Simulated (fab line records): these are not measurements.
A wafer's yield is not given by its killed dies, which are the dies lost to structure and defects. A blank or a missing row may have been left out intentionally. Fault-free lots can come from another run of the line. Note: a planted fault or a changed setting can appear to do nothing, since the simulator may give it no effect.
Chamber matching | flow n5 finfet | rie si-05 running N5_DUMMY_GATE_ETCH_44: 4 sister chambers
The step etches poly-Si in HBr/O2, stops on SiO2, target depth 127.5 nm. 18 wafers are shown with their chamber, then 9 later ones without.

WAFERS, EACH WITH ITS CHAMBER
wafer  | chamber | drypump motor current A (A) | throttle valve pct (%) | rf fwd power W (W)
L076.3 | 1       | 4.9                         | 18.40                  | 399.3
L076.4 | 0       | 5.2                         | 18.25                  | 396.2
L076.6 | 1       | 4.9                         | 18.38                  | 399.3
L080.1 | 3       | 6.5                         | 18.67                  | 398.6
L080.4 | 1       | 4.9                         | 18.40                  | 401.5
L080.6 | 0       | 5.2                         | 18.28                  | 395.5
L085.2 | 3       | 6.5                         | 18.66                  | 399.8
L085.4 | 2       | 6.2                         | 18.76                  | 397.5
L085.6 | 3       | 6.5                         | 18.68                  | 398.1
L087.1 | 1       | 4.9                         | 18.35                  | 400.3
L087.2 | 0       | 5.2                         | 18.26                  | 396.5
L087.6 | 0       | 5.2                         | 18.26                  | 394.9
L090.2 | 0       | 5.2                         | 18.25                  | 398.8
L090.3 | 2       | 6.2                         | 18.76                  | 399.8
L090.4 | 2       | 6.2                         | 18.75                  | 397.3
L093.1 | 2       | 6.1                         | 18.75                  | 398.8
L093.2 | 1       | 4.9                         | 18.34                  | 400.4
L093.3 | 3       | 6.5                         | 18.55                  | 398.2

SIGNATURES, as means of the wafers listed above
reading                 | chamber 0 | chamber 1 | chamber 2 | chamber 3 | scatter within a chamber
drypump motor current A | 5.200     | 4.900     | 6.175     | 6.500     | 0.0231
throttle valve pct      | 18.2600   | 18.3740   | 18.7550   | 18.6400   | 0.0325
rf fwd power W          | 396.380   | 400.160   | 398.350   | 398.675   | 1.14
Rule: a wafer lies at a distance from a chamber equal to the root of the sum of squares, over the readings, of (its reading less the chamber's mean, divided by the reading's scatter). The wafer belongs to the nearest chamber; if the next one is less than 2 further off, it can't be placed. How the scatter is found: for the shown wafers, subtract from each reading the mean of its chamber, square and add these, divide the total by (wafers less chambers), then take the root.

WAFERS WHOSE CHAMBER IS MISSING
wafer  | drypump motor current A (A) | throttle valve pct (%) | rf fwd power W (W)
L094.4 | 4.9                         | 18.33                  | 399.4
L094.5 | 4.9                         | 18.34                  | 398.6
L094.6 | 6.2                         | 18.76                  | 398.2
L096.1 | 6.2                         | 18.75                  | 399.0
L096.2 | 4.9                         | 18.32                  | 397.6
L096.4 | 5.2                         | 18.25                  | 396.3
L097.4 | 4.9                         | 18.34                  | 401.3
L097.5 | 5.2                         | 18.26                  | 398.1
L097.6 | 6.5                         | 18.58                  | 399.8

EACH ONE'S CHAMBER
wafer  | from the rows above | in truth
L094.4 | 1                   | 1
L094.5 | 1                   | 1
L094.6 | 2                   | 2
L096.1 | 2                   | 2
L096.2 | 1                   | 1
L096.4 | 0                   | 0
L097.4 | 1                   | 1
L097.5 | 0                   | 0
L097.6 | 3                   | 3
Correct placement for 9 of the 9. Not placeable from these rows: 0. Number placed wrongly: 0.
